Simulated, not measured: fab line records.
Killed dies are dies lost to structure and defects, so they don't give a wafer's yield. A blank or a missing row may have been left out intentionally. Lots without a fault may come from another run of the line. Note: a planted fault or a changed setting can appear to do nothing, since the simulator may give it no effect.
A lot that was struck, set against a sound lot | flow nand harc | 40 out of 1159 route steps
Sound: wafers L352.2, L352.3, L352.4. Struck: wafer L354.6 (left out: L354.3, L354.4 of the same lot, which were not struck); the cause appears at the end.
Per side, at each step with rows, come the tool, then ch with its chambers, and then its first start. Under that, the readings that differ: sound wafers | struck wafers | difference of the means | sigmas: that difference in standard deviations of wafers without a fault.
alike: words and numbers the same on both sides, and readings whose means are apart by under 2 such deviations; not compared: readings that were withheld, readings missing a value for some wafer, numbers with overlapping values and no deviation given by the record, and bounds like >300 which may hide the same value.
Wherever a step has rows on one side only, a row that says differs or no value, or a row with sigmas, the two part there. Numbers that have no deviation but don't overlap get no sigmas and don't part them. A reading missing from all wafers of one side parts the sides only when that side holds two or more wafers.

NHARC_A_BLC_OVL_MEAS_11:
  sound on overlay-02 at day 17 21:58; struck on overlay-01 at day 19 02:08
  reading           | sound         | struck | difference | sigmas
  overlay y nm (nm) | -0.2 -0.1 0.1 | 2.2    | +2.3       | +3
  alike: overlay x nm
NHARC_A_BLC_INSPECT_12:
  sound on defect inspect-01 at day 17 22:01; struck on defect inspect-01 at day 19 02:10
  alike: raw defect count
NHARC_A_BLC_DESCUM_15: chemistry O2, time 3 s.
  sound on rie diel-05 ch 0,1,2, day 17 22:04; struck on rie diel-08 ch 1, day 19 02:14
  alike: drypump motor current A, oes product au, rf vpp V, showerhead plenum p Torr, throttle valve pct
  not compared: rf hours counter h
then, 1 step without rows for these wafers: NHARC_A_BLC_ETCH_16 (etches the open film in CF4, target depth 39 nm, time 65 s).
NHARC_A_BLC_ETCH_17: etches the open film in N2/H2, target depth 390 nm, time 609.38 s.
  sound: rie diel-05 ch 0,1,2; struck: rie diel-08 ch 2
  alike: drypump motor current A, oes product au, rf vpp V, showerhead plenum p Torr, throttle valve pct
  not compared: rf hours counter h
then, 1 step without rows for these wafers: NHARC_A_BLC_ETCH_18 (etches the open film in C4F8/O2/Ar, target depth 910 nm).
NHARC_A_BLC_CD_MEAS_19:
  sound on cd sem-02 at day 17 23:03; struck on cd sem-03 at day 19 03:23
  alike: cd nm
NHARC_A_BLC_STRIP_29: strips in CF4.
  sound on rie diel-05 ch 1,2,3, day 17 23:07; struck on rie diel-05 ch 2, day 19 03:28
  alike: drypump motor current A, oes product au, rf vpp V, showerhead plenum p Torr, throttle valve pct
  not compared: rf hours counter h
then, 2 steps without rows for these wafers: NHARC_A_BLC_STRIP_21 (strips in O2); NHARC_A_BLC_STRIP_22 (strips in post etch residue remover, time 600 s).
NHARC_A_BLC_DEGAS_30: time 60 s.
  sound on pvd sputter-01 at day 17 23:40; struck on pvd sputter-01 at day 19 04:00
  alike: heater power w
then, 1 step without rows for these wafers: NHARC_A_BLC_PRE_CLEAN_31 (time 15 s).
NHARC_A_BLC_PVD_32: deposits Ti, target thk 5 nm, time 17.7 s.
  sound on pvd sputter-01 at day 17 23:46; struck on pvd sputter-01 at day 19 04:08
  alike: throttle valve pct
then, 14 steps without rows for these wafers: NHARC_A_BLC_ALD_23 (deposits TiN, target thk 3 nm, pulse time 1 s, ald cycles 150); NHARC_A_BLC_CVD_24 (deposits W, target thk 150 nm, time 434 s); NHARC_A_BLC_CMP_25 (polishes, t overpolish 30 s, target thk 150 nm); NHARC_A_BLC_SRD_27; NHARC_A_M0_DEP_00 (deposits SiOC, target thk 150 nm); NHARC_A_M0_DEHYDRATE_01 (time 120 s); NHARC_A_M0_HMDS_02 (time 30 s); NHARC_A_M0_COAT_33 (time 65 s); NHARC_A_M0_COAT_03 (resist thk 90 nm); NHARC_A_M0_SOFTBAKE_04 (time 55 s); NHARC_A_M0_EBR_05; NHARC_A_M0_EXPOSE_06 (exposes mask A M0, target cd 80 nm); NHARC_A_M0_PEB_07 (peb time 65 s); NHARC_A_M0_DEVELOP_08 (develop time 35 s).
NHARC_A_M0_CD_MEAS_09 targets a cd of 80 nm.
  sound on cd sem-03 ch 0, day 18 04:30; struck on cd sem-01 ch 0, day 19 06:22
  alike: cd nm
NHARC_A_M0_OVL_MEAS_10: pitch 160 nm.
  sound on overlay-01 at day 18 04:35; struck on overlay-02 at day 19 06:28
  alike: overlay x nm, overlay y nm
then, 3 steps without rows for these wafers: NHARC_A_M0_DESCUM_14 (chemistry O2, time 3 s); NHARC_A_M0_ETCH_34 (etches the open film in N2/H2, target depth 40 nm, overetch 12 nm, time 43.94 s); NHARC_A_M0_ETCH_15 (etches the open film in C4F8/Ar, target depth 150 nm, overetch 15 nm, time 82.5 s).
NHARC_A_M0_CD_MEAS_16:
  sound on cd sem-02 at day 18 04:59; struck on cd sem-01 at day 19 06:52
  alike: cd nm
then, 5 steps without rows for these wafers: NHARC_A_M0_STRIP_18 (strips in N2/H2); NHARC_A_M0_STRIP_19 (strips in post etch residue remover, time 600 s); NHARC_A_M0_DEGAS_28 (time 60 s); NHARC_A_M0_PRE_CLEAN_29 (time 30 s); NHARC_A_M0_PVD_20 (deposits TaN, target thk 5 nm, time 8.06 s).
NHARC_A_M0_PVD_21: deposits Cu, target thk 30 nm, time 20.49 s.
  sound on pvd sputter-03; struck on pvd sputter-01
  alike: throttle valve pct
-- the record jumps here: 2 days lie between the struck wafers' starts before and after (it left off in module A_M0 and takes up again in module END, whose first step shown is number 1159 of the route) --
NHARC_END_SORT_01:
  the record has rows for the struck wafers here (prober-01 ch 0, day 21 07:22) and none for the sound ones

## WHERE THEY PART
At NHARC_A_BLC_OVL_MEAS_11 first; at NHARC_END_SORT_01 last (within this record only).

WHY: what the simulator had put in
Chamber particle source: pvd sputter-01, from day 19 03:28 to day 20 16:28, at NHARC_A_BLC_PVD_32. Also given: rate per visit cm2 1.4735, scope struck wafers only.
